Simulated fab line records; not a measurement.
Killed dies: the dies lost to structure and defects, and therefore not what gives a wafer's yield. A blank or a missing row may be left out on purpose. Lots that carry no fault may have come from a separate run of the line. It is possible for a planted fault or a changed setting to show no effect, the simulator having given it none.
fab line records -- flow n5_finfet -- part 1 of 2: steps 1 to 18 of 29
[record] lots = 5, wafers = 15, last_day = 16
route steps=1938 shown SDB@360 DUMMY_REMOVAL@377 HKMG_FIN@385
lots that met no fault: taken from a fault-free run of the same line
start_h: hours from the record's opening day to when the first of the lot's shown wafers began -- wait_h: hours elapsed since this lot's preceding step -- " as in the row above -- L1.1+2: a row that stands for several wafers -- - no value, or no start given -- * or withheld: withheld -- < > ~ a bound
route shown NAME@n: names a module that has steps shown in the file, with the first one's number in the route -- usual: the fault-free wafers' mean and standard deviation -- same: alike in all rows -- chamber/n: place in a boat -- sites: readings site by site -- _std_site: standard deviation across them -- _edge_site: inner sites' mean taken away from outer sites' mean -- radius_mm: how far each site lies from the wafer's centre -- mask NAME#n: copy n -- behind: the most recent tool/chamber to have shaped the wafer -- hold: why the lot was held/for how many hours/how that ended -- device: the n, p or np transistor that did not switch -- end of line: at the end of the route, the tests of the same wafers -- step lacking rows: just its recipe -- killed: at the first sort, the dies lost to defects and structure; wafer yield is something else -- map: a wafer's dies, marking killed ones x, the rest . and places with no die _
set.NAME: the setting that was run; set.NAME@STEP: the one run at that earlier step -- model.NAME: the simulator's own value behind a step, which no gauge read
lots seen at some steps along the route; tables by step, rows by wafer
services: a tool's chamber out of use, with start hour (start_h, from the record's first day; less than 0 if before it), hours out, and reason
[[steps]]
[step N5_SDB_ETCH_17]
[recipe] chemistry = CF4, target = SiARC, target_depth_a = 234, mask_material = CAR-ArF, time_s = 39, ion_energy_ev = 80, pressure_mtorr = 40, source_w = 545, bias_w = 36, Ar_flow_sccm = 100, cf4_flow_sccm = 100, ends = cleared
[usual] drypump_motor_current_A = 5.8/0.45, etch_rf_on_time_s = 38.8/0.42, oes_product_au = 0.67/0.061, rf_vpp_V = 184.3/1.4, showerhead_plenum_p_Torr = 2.17/0.083, throttle_valve_pct = 15.62/0.23
lot.wafer,tool,chamber,start_h,wait_h,drypump_motor_current_A,etch_rf_on_time_s,oes_product_au,rf_hours_counter_h,rf_vpp_V,showerhead_plenum_p_Torr,throttle_valve_pct
L077.1,rie_diel-01,2,84.25,0.0,5.0,39.1,0.62,203,185.7,2.21,15.94
L077.2,rie_diel-01,0,84.25,0.0,5.6,39.4,0.66,141,181.9,2.07,15.78
L077.4,rie_diel-01,3,84.25,0.0,6.2,38.6,0.69,97,184.4,2.25,15.54
L081.4,rie_diel-02,3,108.96,0.0,5.9,38.9,0.66,111,183.5,2.07,15.41
L081.5,rie_diel-02,3,108.96,0.0,5.8,38.8,0.66,-,182.5,2.07,15.41
L081.6,rie_diel-02,0,108.96,0.0,5.5,38.7,0.60,-,182.8,2.03,15.61
L083.1,rie_diel-01,0,128.22,0.0,5.6,39.3,0.65,156,183.1,2.06,15.81
L083.3,rie_diel-01,3,128.22,0.0,6.2,38.8,0.67,111,186.3,2.24,15.57
L083.4,rie_diel-01,2,128.22,0.0,5.0,38.8,0.61,218,184.2,2.20,15.96
L087.2,rie_diel-02,1,144.58,0.0,6.5,38.5,0.61,208,184.2,2.20,15.68
L087.3,rie_diel-02,3,144.58,0.0,5.8,39.0,0.65,124,184.0,2.07,15.42
L087.6,rie_diel-02,1,144.58,0.0,6.5,38.2,0.61,-,185.0,2.20,15.69
L095.4,rie_diel-06,0,192.84,0.0,5.7,39.0,0.76,26,182.4,2.10,15.35
L095.5,rie_diel-06,1,192.84,0.0,5.0,39.6,0.76,-,183.4,2.10,15.38
L095.6,rie_diel-06,0,192.84,0.0,5.8,39.3,0.77,-,182.9,2.10,15.36
[step N5_SDB_ETCH_18]
[recipe] chemistry = N2/H2, target = SOC, target_depth_a = 1000, overetch_a = 200, mask_material = SiARC, temp_c = 40, time_s = 150, ion_energy_ev = 200, pressure_mtorr = 30, source_w = 840, bias_w = 150, n2_flow_sccm = 200, h2_flow_sccm = 200
[usual] drypump_motor_current_A = 5.8/0.46, oes_product_au = 0.70/0.061, rf_vpp_V = 524.7/2.9, showerhead_plenum_p_Torr = 2.57/0.11, throttle_valve_pct = 17.85/0.25
lot.wafer,tool,chamber,start_h,wait_h,drypump_motor_current_A,oes_product_au,rf_hours_counter_h,rf_vpp_V,showerhead_plenum_p_Torr,throttle_valve_pct
L077.1,rie_diel-01,2,84.29,0.0,5.1,0.64,203,526.0,2.63,18.16
L077.2,rie_diel-01,0,84.29,0.0,5.7,0.69,141,521.6,2.44,17.99
L077.4,rie_diel-01,3,84.29,0.0,6.2,0.72,97,527.6,2.67,17.80
L081.4,rie_diel-02,3,108.99,0.0,5.9,0.69,111,521.1,2.45,17.57
L081.5,rie_diel-02,3,108.99,0.0,5.9,0.69,-,522.3,2.45,17.58
L081.6,rie_diel-02,0,108.99,0.0,5.5,0.62,-,519.8,2.41,17.87
L083.1,rie_diel-01,0,128.25,0.0,5.7,0.68,156,520.7,2.43,18.01
L083.3,rie_diel-01,3,128.25,0.0,6.2,0.70,112,526.5,2.67,17.81
L083.4,rie_diel-01,2,128.25,0.0,5.0,0.64,218,525.8,2.62,18.17
L087.2,rie_diel-02,1,144.62,0.0,6.6,0.63,209,526.5,2.63,17.98
L087.3,rie_diel-02,3,144.62,0.0,5.9,0.68,124,522.0,2.45,17.59
L087.6,rie_diel-02,1,144.62,0.0,6.5,0.64,-,525.8,2.63,17.99
L095.4,rie_diel-06,0,192.87,0.0,5.7,0.80,26,519.0,2.49,17.63
L095.5,rie_diel-06,1,192.87,0.0,5.0,0.80,-,523.1,2.48,17.51
L095.6,rie_diel-06,0,192.87,0.0,5.7,0.81,-,522.6,2.49,17.64
[step N5_SDB_STRIP_19]
[recipe] chemistry = N2/H2, temp_c = 40, n2_flow_sccm = 200, h2_flow_sccm = 200, rf_frequency_hz = 6e+07
lot.wafer,tool,chamber,start_h,wait_h
L077.1+2+4,rie_diel-01,"2,0,3",84.41,0.1
L081.4+5+6,rie_diel-02,"3,3,0",109.12,0.1
L083.1+3+4,rie_diel-01,"0,3,2",128.38,0.1
L087.2+3+6,rie_diel-02,"1,3,1",144.75,0.1
L095.4+5+6,rie_diel-06,"0,1,0",193.00,0.1
[step N5_SDB_STRIP_21]
[recipe] chemistry = CF4, resist = SiARC, power_w = 300, bias_power_w = 75, pressure_mtorr = 50, cf4_flow_sccm = 150, rf_frequency_hz = 6e+07
[usual] drypump_motor_current_A = 5.8/0.46, oes_product_au = 0.77/0.068, rf_vpp_V = 271.7/1.7, showerhead_plenum_p_Torr = 1.81/0.07, throttle_valve_pct = 13.59/0.24
lot.wafer,tool,chamber,start_h,wait_h,drypump_motor_current_A,oes_product_au,rf_hours_counter_h,rf_vpp_V,showerhead_plenum_p_Torr,throttle_valve_pct
L077.1,rie_diel-01,2,84.42,0.0,5.0,0.71,204,272.4,1.85,13.91
L077.2,rie_diel-01,0,84.42,0.0,5.7,0.77,141,270.5,1.73,13.74
L077.4,rie_diel-01,3,84.42,0.0,6.2,0.79,97,273.1,1.89,13.54
L081.4,rie_diel-02,3,109.13,0.0,5.9,0.77,111,270.9,1.73,13.39
L081.5,rie_diel-02,3,109.13,0.0,5.9,0.77,-,270.2,1.73,13.36
L081.6,rie_diel-02,0,109.13,0.0,5.5,0.69,-,270.5,1.70,13.63
L083.1,rie_diel-01,0,128.39,0.0,5.7,0.75,156,269.7,1.73,13.76
L083.3,rie_diel-01,3,128.39,0.0,6.2,0.78,112,273.4,1.88,13.55
L083.4,rie_diel-01,2,128.39,0.0,5.0,0.71,218,271.9,1.85,13.94
L087.2,rie_diel-02,1,144.76,0.0,6.5,0.71,209,272.4,1.84,13.71
L087.3,rie_diel-02,3,144.76,0.0,5.9,0.75,124,271.1,1.73,13.41
L087.6,rie_diel-02,1,144.76,0.0,6.5,0.70,-,273.3,1.84,13.71
L095.4,rie_diel-06,0,193.01,0.0,5.7,0.89,26,270.8,1.76,13.31
L095.5,rie_diel-06,1,193.01,0.0,5.0,0.89,-,270.7,1.76,13.30
L095.6,rie_diel-06,0,193.01,0.0,5.7,0.89,-,272.2,1.76,13.32
[step N5_SDB_HM_OPEN_20]
[recipe] chemistry = CH3F/O2, target = SiNx, mask_material = SOC, target_depth_a = 240, stop_on = poly-Si, over_etch_frac = 0.4, ion_energy_ev = 120, pressure_mtorr = 30, source_w = 395, bias_w = 73, Ar_flow_sccm = 150, CH3F_flow_sccm = 30, O2_flow_sccm = 20
[usual] drypump_motor_current_A = 5.8/0.46, oes_product_au = 0.64/0.056, rf_vpp_V = 296.4/2.9, showerhead_plenum_p_Torr = 2.02/0.08, throttle_valve_pct = 16.35/0.22
lot.wafer,tool,chamber,start_h,wait_h,drypump_motor_current_A,oes_product_au,rf_hours_counter_h,rf_vpp_V,showerhead_plenum_p_Torr,throttle_valve_pct
L077.1,rie_diel-01,2,84.44,0.0,5.0,0.59,204,293.9,2.07,16.68
L077.2,rie_diel-01,0,84.44,0.0,5.7,0.63,141,293.5,1.93,16.53
L077.4,rie_diel-01,3,84.44,0.0,6.2,0.67,97,300.4,2.10,16.22
L081.4,rie_diel-02,3,109.15,0.0,5.9,0.65,111,299.1,1.94,16.18
L081.5,rie_diel-02,3,109.15,0.0,5.9,0.65,-,299.5,1.94,16.18
L081.6,rie_diel-02,0,109.15,0.0,5.5,0.58,-,294.2,1.89,16.37
L083.1,rie_diel-01,0,128.41,0.0,5.7,0.62,156,293.9,1.92,16.54
L083.3,rie_diel-01,3,128.41,0.0,6.2,0.64,112,299.5,2.09,16.24
L083.4,rie_diel-01,2,128.41,0.0,5.0,0.58,218,294.0,2.06,16.71
L087.2,rie_diel-02,1,144.78,0.0,6.5,0.58,209,292.7,2.06,16.41
L087.3,rie_diel-02,3,144.78,0.0,5.9,0.62,124,298.9,1.93,16.19
L087.6,rie_diel-02,1,144.78,0.0,6.5,0.59,-,292.9,2.06,16.40
L095.4,rie_diel-06,0,193.03,0.0,5.7,0.75,26,297.6,1.95,16.09
L095.5,rie_diel-06,1,193.03,0.0,5.0,0.74,-,292.8,1.96,16.12
L095.6,rie_diel-06,0,193.03,0.0,5.7,0.74,-,298.0,1.95,16.08
[step N5_SDB_STRIP_22]
[recipe] chemistry = N2/H2, power_w = 1000, temp_c = 250, h2_frac = 0.65, overash_fraction = 0.3, pressure_mtorr = withheld, n2_flow_sccm = 1750, h2_flow_sccm = 3250
[usual] drypump_motor_current_A = 5.7/0.41, heater_power_w = 336/27, oes_product_au = 0.714/0.0046, strip_time_to_endpoint_s = 96.2/0.34
lot.wafer,tool,chamber,start_h,wait_h,drypump_motor_current_A,heater_power_w,oes_product_au,rf_hours_counter_h,strip_time_to_endpoint_s
L077.1,plasma_asher-02,1,84.52,0.1,5.3,368,0.715,92,96.1
L077.2,plasma_asher-02,0,84.52,0.1,5.9,326,0.708,92,95.8
L077.4,plasma_asher-02,0,84.52,0.1,5.9,328,0.715,-,96.0
L081.4,plasma_asher-02,0,109.27,0.1,5.9,329,0.712,-,95.8
L081.5,plasma_asher-02,0,109.27,0.1,5.9,330,0.717,-,95.8
L081.6,plasma_asher-02,1,109.27,0.1,5.3,362,0.717,-,96.0
L083.1,plasma_asher-02,1,128.49,0.1,5.3,366,0.719,103,96.4
L083.3,plasma_asher-02,1,128.49,0.1,5.3,360,0.719,-,96.0
L083.4,plasma_asher-02,0,128.49,0.1,5.9,329,0.720,-,96.2
L087.2,plasma_asher-02,0,144.86,0.1,5.9,320,0.716,106,95.9
L087.3,plasma_asher-02,0,144.86,0.1,5.9,324,0.719,-,96.3
L087.6,plasma_asher-02,0,144.86,0.1,5.9,319,0.713,-,96.4
L095.4,plasma_asher-02,1,193.15,0.1,5.3,368,0.717,-,95.7
L095.5,plasma_asher-02,1,193.15,0.1,5.3,364,0.717,-,95.9
L095.6,plasma_asher-02,0,193.15,0.1,5.9,324,0.715,-,95.5
[step N5_SDB_PRECLEAN_23]
[recipe] chemistry = dHF, time_s = 30, temp_c = 25, dilution = withheld
lot.wafer,tool,chamber,start_h,wait_h
L077.1+2+4,wet_bench-01,"4,3,1",84.67,0.1
L081.4+5+6,wet_bench-01,"3,1,6",109.38,0.1
L083.1+3+4,wet_bench-04,"6,3,0",128.64,0.1
L087.2+3+6,wet_bench-04,"2,5,1",145.01,0.1
L095.4+5+6,wet_bench-06,"2,0,4",193.28,0.1
[step N5_SDB_DUMMY_REMOVE_24]
[recipe] chemistry = TMAH, temp_c = 70, target = poly-Si, stop_on = SiO2, target_depth_nm = 142, conc_wt_pct = 5, time_s = 57, dry = ipa_marangoni, rinse_time_s = 30, rinse_temp_c = 23
lot.wafer,tool,chamber,start_h,wait_h
L077.1+2+4,wet_bench-01,"4,3,1",84.68,0.0
L081.4+5+6,wet_bench-01,"3,1,6",109.39,0.0
L083.1+3+4,wet_bench-04,"6,3,0",128.65,0.0
L087.2+3+6,wet_bench-04,"2,5,1",145.02,0.0
L095.4+5+6,wet_bench-06,"2,0,4",193.29,0.0
[step N5_SDB_ETCH_25]
[recipe] chemistry = C4F6/O2, target = SiO2, target_depth_a = 100, time_s = 3.3, ion_energy_ev = 250, mask_material = SiNx, pressure_mtorr = 30, source_w = 345, bias_w = 185, Ar_flow_sccm = 300, C4F6_flow_sccm = 10, O2_flow_sccm = 10
[usual] drypump_motor_current_A = 5.7/0.47, oes_product_au = 0.80/0.083, rf_vpp_V = 663/5.4, showerhead_plenum_p_Torr = 2.88/0.096, throttle_valve_pct = 21.21/0.23
lot.wafer,tool,chamber,start_h,wait_h,drypump_motor_current_A,oes_product_au,rf_hours_counter_h,rf_vpp_V,showerhead_plenum_p_Torr,throttle_valve_pct
L077.1,rie_diel-02,1,84.75,0.0,6.5,0.74,184,658,2.93,21.14
L077.2,rie_diel-02,2,84.75,0.0,6.1,0.82,73,668,3.00,20.99
L077.4,rie_diel-02,3,84.75,0.0,5.9,0.79,101,669,2.77,21.00
L081.4,rie_diel-06,2,109.48,0.1,5.5,0.76,-,662,2.95,21.50
L081.5,rie_diel-06,3,109.48,0.1,6.4,0.79,-,662,2.86,21.40
L081.6,rie_diel-06,1,109.48,0.1,5.0,0.66,-,657,2.80,21.34
L083.1,rie_diel-01,1,128.92,0.2,5.6,0.90,32,674,3.01,20.93
L083.3,rie_diel-01,2,128.92,0.2,5.0,0.71,218,658,2.93,21.52
L083.4,rie_diel-01,0,128.92,0.2,5.6,0.75,157,657,2.74,21.39
L087.2,rie_diel-06,0,145.08,0.0,5.7,0.94,12,666,2.79,20.93
L087.3,rie_diel-06,3,145.08,0.0,6.4,0.78,123,664,2.85,21.40
L087.6,rie_diel-06,0,145.08,0.0,5.7,0.94,-,667,2.79,20.93
L095.4,rie_diel-06,1,193.72,0.4,5.0,0.91,21,657,2.79,21.01
L095.5,rie_diel-06,3,193.72,0.4,6.4,0.77,-,663,2.85,21.44
L095.6,rie_diel-06,0,193.72,0.4,5.7,0.90,-,665,2.78,20.96
[step N5_SDB_CUT_ETCH_26]
[recipe] chemistry = HBr/Cl2/O2, target = Si, target_depth_a = 1296, bt_time_s = 20, mask_material = SiNx, time_s = 51.8, ion_energy_ev = *, bias_w = *, pressure_mtorr = 10, icp_w = 800, HBr_flow_sccm = 150, Cl2_flow_sccm = 80, O2_flow_sccm = 12
[usual] drypump_motor_current_A = 5.6/0.59, oes_product_au = 1.010/0.013, throttle_valve_pct = 37.1/0.31
lot.wafer,tool,chamber,start_h,wait_h,drypump_motor_current_A,oes_product_au,rf_hours_counter_h,throttle_valve_pct
L077.1,rie_si-04,1,84.84,0.1,5.5,0.997,0,36.6
L077.2,rie_si-04,2,84.84,0.1,5.6,1.005,96,37.4
L077.4,rie_si-04,3,84.84,0.1,6.3,1.009,126,37.2
L081.4,rie_si-06,2,109.53,0.0,6.3,1.018,82,37.6
L081.5,rie_si-06,2,109.53,0.0,6.3,1.008,-,37.6
L081.6,rie_si-06,1,109.53,0.0,6.4,1.029,-,36.9
L083.1,rie_si-06,1,129.01,0.1,6.4,1.016,85,36.9
L083.3,rie_si-06,3,129.01,0.1,4.8,0.995,186,37.1
L083.4,rie_si-06,2,129.01,0.1,6.2,1.017,82,37.6
L087.2,rie_si-06,2,145.16,0.1,6.3,1.011,82,37.6
L087.3,rie_si-06,3,145.16,0.1,4.8,0.993,187,37.2
L087.6,rie_si-06,3,145.16,0.1,4.8,0.989,-,37.2
L095.4,rie_si-04,1,193.82,0.1,5.6,0.989,2,36.6
L095.5,rie_si-04,2,193.82,0.1,5.5,1.003,-,37.4
L095.6,rie_si-04,3,193.82,0.1,6.2,1.001,-,37.2
[step N5_SDB_PRECLEAN_38]
[recipe] chemistry = dHF, time_s = 10, dilution = 750:1, temp_c = 25
lot.wafer,tool,chamber,start_h,wait_h
L077.1+2+4,wet_bench-04,"0,2,1",84.95,0.1
L081.4+5+6,wet_bench-04,"5,1,7",109.65,0.1
L083.1+3+4,wet_bench-04,"6,7,5",129.13,0.1
L087.2+3+6,wet_bench-01,"7,3,4",145.28,0.1
L095.4+5+6,wet_bench-06,"0,6,4",193.93,0.1
[step N5_SDB_PRECLEAN_39]
[recipe] chemistry = O3/DIW, time_s = 45, temp_c = 22, o3_ppm = 10
lot.wafer,tool,chamber,start_h,wait_h
L077.1+2+4,wet_bench-04,"0,2,1",84.96,0.0
L081.4+5+6,wet_bench-04,"5,1,7",109.65,0.0
L083.1+3+4,wet_bench-04,"6,7,5",129.13,0.0
L087.2+3+6,wet_bench-01,"7,3,4",145.29,0.0
L095.4+5+6,wet_bench-06,"0,6,4",193.94,0.0
[step N5_SDB_SRD_28]
[recipe] dry = ipa_marangoni, time_s = 30, temp_c = 23, rinse_liquid = diw
lot.wafer,tool,chamber,start_h,wait_h
L077.1+2+4,wet_bench-04,"0,2,1",84.97,0.0
L081.4+5+6,wet_bench-04,"5,1,7",109.67,0.0
L083.1+3+4,wet_bench-04,"6,7,5",129.14,0.0
L087.2+3+6,wet_bench-01,"7,3,4",145.30,0.0
L095.4+5+6,wet_bench-06,"0,6,4",193.95,0.0
[step N5_SDB_ALD_29]
[recipe] material = SiNx, target_thk_a = 300, temp_c = 400, ald_precursor_family = SiH2I2, ald_co_reactant = N2/H2-plasma, pulse_time_s = 1, ald_cycles = 600, purge_time_s = 2, co_reactant_purge_time_s = 2, pressure_torr = 2
[usual] heater_power_w = 797/80, precursor_pulse_height_rel = 1.002/0.022
[same] co_reactant_purge_time_s = 2
lot.wafer,tool,chamber,start_h,wait_h,heater_power_w,precursor_pulse_height_rel
L077.1,ald_sin-04,0,85.81,0.8,826,0.974
L077.2,ald_sin-04,3,85.81,0.8,730,1.021
L077.4,ald_sin-04,3,87.17,2.2,731,1.007
L081.4,ald_sin-02,2,110.29,0.6,877,1.003
L081.5,ald_sin-02,3,111.64,2.0,925,0.986
L081.6,ald_sin-02,0,111.64,2.0,889,1.026
L083.1,ald_sin-02,2,129.20,0.0,854,0.989
L083.3,ald_sin-02,3,129.20,0.0,934,0.986
L083.4,ald_sin-02,1,129.20,0.0,815,1.022
L087.2,ald_sin-02,1,145.45,0.1,817,0.991
L087.3,ald_sin-02,3,145.45,0.1,936,0.989
L087.6,ald_sin-02,1,146.80,1.5,810,0.982
L095.4,ald_sin-02,0,194.00,0.0,854,1.027
L095.5,ald_sin-02,3,195.35,1.4,939,0.993
L095.6,ald_sin-02,2,195.35,1.4,844,0.986
[step N5_SDB_CMP_30]
[recipe] stop_on = poly-Si, t_overpolish_s = 1.54, post_cmp_clean = alkaline_brush, down_force_psi = 4.1491, platen_rpm = 51.796, pad_velocity_m_s = 1.0306, target_thk_nm = 30
[usual] head_pressure_psi = 4.148/0.0083, motor_current_A = 12.9/1.1, overpolish_run_s = 1.541/0.0093, time_to_endpoint_s = 17.1/2.5
[same] t_overpolish_s = 1.54
lot.wafer,tool,chamber,start_h,wait_h,head_pressure_psi,motor_current_A,overpolish_run_s,time_to_endpoint_s
L077.2,cmp-02,0,88.58,1.4,4.159,11.6,1.549,12.1
L077.4,cmp-02,1,88.58,1.4,4.146,14.0,1.542,13.9
L077.1,cmp-02,2,88.58,1.4,4.136,13.3,1.539,11.9
L081.4,cmp-03,2,113.02,1.4,4.156,15.3,1.550,19.8
L081.6,cmp-03,2,113.02,1.4,4.141,14.6,1.542,20.0
L081.5,cmp-03,3,113.02,1.4,4.141,12.8,1.539,17.6
L083.1,cmp-04,3,131.93,1.4,4.143,11.3,1.534,19.2
L083.4,cmp-04,0,131.93,1.4,4.144,12.5,1.529,17.9
L083.3,cmp-04,1,131.93,1.4,4.142,13.5,1.533,19.1
L087.3,cmp-02,2,148.18,1.4,4.159,14.4,1.520,16.9
L087.2,cmp-02,3,148.18,1.4,4.127,11.6,1.537,17.7
L087.6,cmp-02,2,148.18,1.4,4.151,13.5,1.535,14.2
L095.4,cmp-04,2,196.81,1.5,4.156,13.8,1.540,15.1
L095.6,cmp-04,0,196.81,1.5,4.154,13.5,1.542,13.9
L095.5,cmp-04,1,196.81,1.5,4.161,12.4,1.538,11.4
[step N5_SDB_THK_MEAS_31]
[recipe] reads = a-Si_of_DUMMY_GATE_CVD_03
[usual] SDB_THK = 64.0/0.97
lot.wafer,tool,chamber,start_h,wait_h,SDB_THK[nm]
L077.1,film_metro-01,-,88.84,-,64.2
L077.2,film_metro-01,-,88.84,-,64.1
L077.4,film_metro-01,-,88.84,-,64.0
L081.4,film_metro-01,-,113.32,-,63.2
L081.5,film_metro-01,-,113.32,-,64.5
L081.6,film_metro-01,-,113.32,-,62.5
L083.1,film_metro-02,-,132.23,-,63.3
L083.3,film_metro-02,-,132.23,-,64.8
L083.4,film_metro-02,-,132.23,-,63.5
L087.2,film_metro-02,-,148.48,-,62.6
L087.3,film_metro-02,-,148.48,-,64.5
L087.6,film_metro-02,-,148.48,-,64.0
L095.4,film_metro-01,-,197.03,-,64.2
L095.5,film_metro-01,-,197.03,-,64.9
L095.6,film_metro-01,-,197.03,-,64.1
[step N5_SDB_INSPECT_36]
[recipe] inspect_instrument = darkfield, mode = post_cmp
[usual] raw_defect_count = 37/17
lot.wafer,tool,chamber,start_h,wait_h,raw_defect_count
L077.1,defect_inspect-01,-,88.87,0.0,41
L077.2,defect_inspect-01,-,88.87,0.0,31
L077.4,defect_inspect-01,-,88.87,0.0,41
L081.4,defect_inspect-01,-,113.34,0.0,33
L081.5,defect_inspect-01,-,113.34,0.0,34
L081.6,defect_inspect-01,-,113.34,0.0,18
L083.1,defect_inspect-02,-,132.25,0.0,24
L083.3,defect_inspect-02,-,132.25,0.0,45
L083.4,defect_inspect-02,-,132.25,0.0,49
L087.2,defect_inspect-02,-,148.50,0.0,37
L087.3,defect_inspect-02,-,148.50,0.0,33
L087.6,defect_inspect-02,-,148.50,0.0,19
L095.4,defect_inspect-01,-,197.05,0.0,31
L095.5,defect_inspect-01,-,197.05,0.0,37
L095.6,defect_inspect-01,-,197.05,0.0,27
[step N5_DUMMY_REMOVAL_HM_STRIP_01]
[recipe] chemistry = CH3F/O2, material = SiNx, target_depth_a = 40, stop_on = poly-Si, time_s = 6.8, over_etch_frac = 0.3, ion_energy_ev = 60, power_w = 410, bias_w = 29, Ar_flow_sccm = 150, CH3F_flow_sccm = 30, O2_flow_sccm = 20
[usual] drypump_motor_current_A = 5.7/0.46, oes_product_au = 0.66/0.064, rf_vpp_V = 127.6/0.99, showerhead_plenum_p_Torr = 2.02/0.077, throttle_valve_pct = 16.28/0.17
lot.wafer,tool,chamber,start_h,wait_h,drypump_motor_current_A,oes_product_au,rf_hours_counter_h,rf_vpp_V,showerhead_plenum_p_Torr,throttle_valve_pct
L077.1,rie_diel-05,1,88.90,0.0,5.4,0.74,26,129.3,2.13,16.02
L077.2,rie_diel-05,2,88.90,0.0,5.4,0.72,40,128.4,2.12,16.11
L077.4,rie_diel-05,3,88.90,0.0,5.3,0.59,201,127.2,1.99,16.26
L081.4,rie_diel-03,3,113.39,0.0,6.1,0.54,-,126.6,1.88,16.88
L081.5,rie_diel-03,0,113.39,0.0,5.4,0.64,-,128.4,2.01,16.45
L081.6,rie_diel-03,2,113.39,0.0,6.2,0.70,-,128.3,2.03,16.05
L083.1,rie_diel-05,1,132.29,0.0,5.3,0.73,40,128.0,2.12,16.06
L083.3,rie_diel-05,0,132.29,0.0,6.3,0.72,33,128.0,1.96,16.46
L083.4,rie_diel-05,2,132.29,0.0,5.4,0.71,53,128.2,2.11,16.13
L087.2,rie_diel-05,3,148.54,0.0,5.3,0.57,220,128.2,1.98,16.30
L087.3,rie_diel-05,1,148.54,0.0,5.3,0.71,45,127.8,2.12,16.05
L087.6,rie_diel-05,2,148.54,0.0,5.4,0.71,-,127.5,2.11,16.14
L095.4,rie_diel-05,3,197.09,0.0,5.3,0.57,236,127.4,1.98,16.31
L095.5,rie_diel-05,3,197.09,0.0,5.4,0.57,-,126.6,1.98,16.33
L095.6,rie_diel-05,2,197.09,0.0,5.4,0.69,-,128.5,2.10,16.15
